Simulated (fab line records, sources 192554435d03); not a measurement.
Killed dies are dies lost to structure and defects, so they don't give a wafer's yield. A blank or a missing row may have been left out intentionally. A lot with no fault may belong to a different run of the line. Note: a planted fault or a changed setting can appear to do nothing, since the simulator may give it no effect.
Matching of chambers    flow n5Finfet    N5_BEOL_M4_CO_CAP_55 on cvdCo-02 has 3 sister chambers
The step material Co, precursor CCTBA/H2, target thk 2 nm, time 102.1 s. 6 wafers are shown with their chamber, then 11 later ones without.

== WAFERS WITH THEIR CHAMBER ==
wafer   chamber  heaterPowerW (W)  susceptorTempC (C)
L084.1  1        255               200.06
L086.4  1        256               199.87
L086.5  0        234               200.10
L089.3  0        231               199.70
L089.4  2        222               199.97
L087.3  2        225               200.00

== WAFERS WHOSE CHAMBER IS MISSING ==
wafer   heaterPowerW (W)  susceptorTempC (C)
L087.5  249               200.20
L087.6  241               199.92
L092.2  252               200.20
L092.5  253               200.07
L092.6  227               199.89
L093.1  235               199.95
L093.4  227               200.24
L093.5  244               200.01
L095.2  233               200.09
L095.3  223               200.08
L095.5  248               199.95

== WHICH CHAMBER EACH ONE RAN IN ==
wafer   from the rows above      in truth
L087.5  1                        1
L087.6  0                        0
L092.2  1                        1
L092.5  1                        1
L092.6  can't be placed: 2 or 0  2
L093.1  0                        0
L093.4  can't be placed: 2 or 0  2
L093.5  can't be placed: 1 or 0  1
L095.2  0                        0
L095.3  2                        2
L095.5  1                        1
Correctly placed: 8 of 11. Cannot be placed on the basis of these rows: 3; the candidates contain the true chamber in 3. Placed wrongly: 0.
How it was worked out, from the rows above alone: a wafer's distance from a chamber is the root of the sum, over the readings, of the square of ((its reading less the chamber's mean) divided by the reading's scatter). If the next closest chamber is less than 2 further off than the closest, the wafer can't be placed; otherwise it belongs to the closest. Each chamber's mean is taken over the wafers shown for it. The scatter: take each reading less its chamber's mean, square it, sum over the shown wafers, divide by the number of wafers less the number of chambers, and take the root.
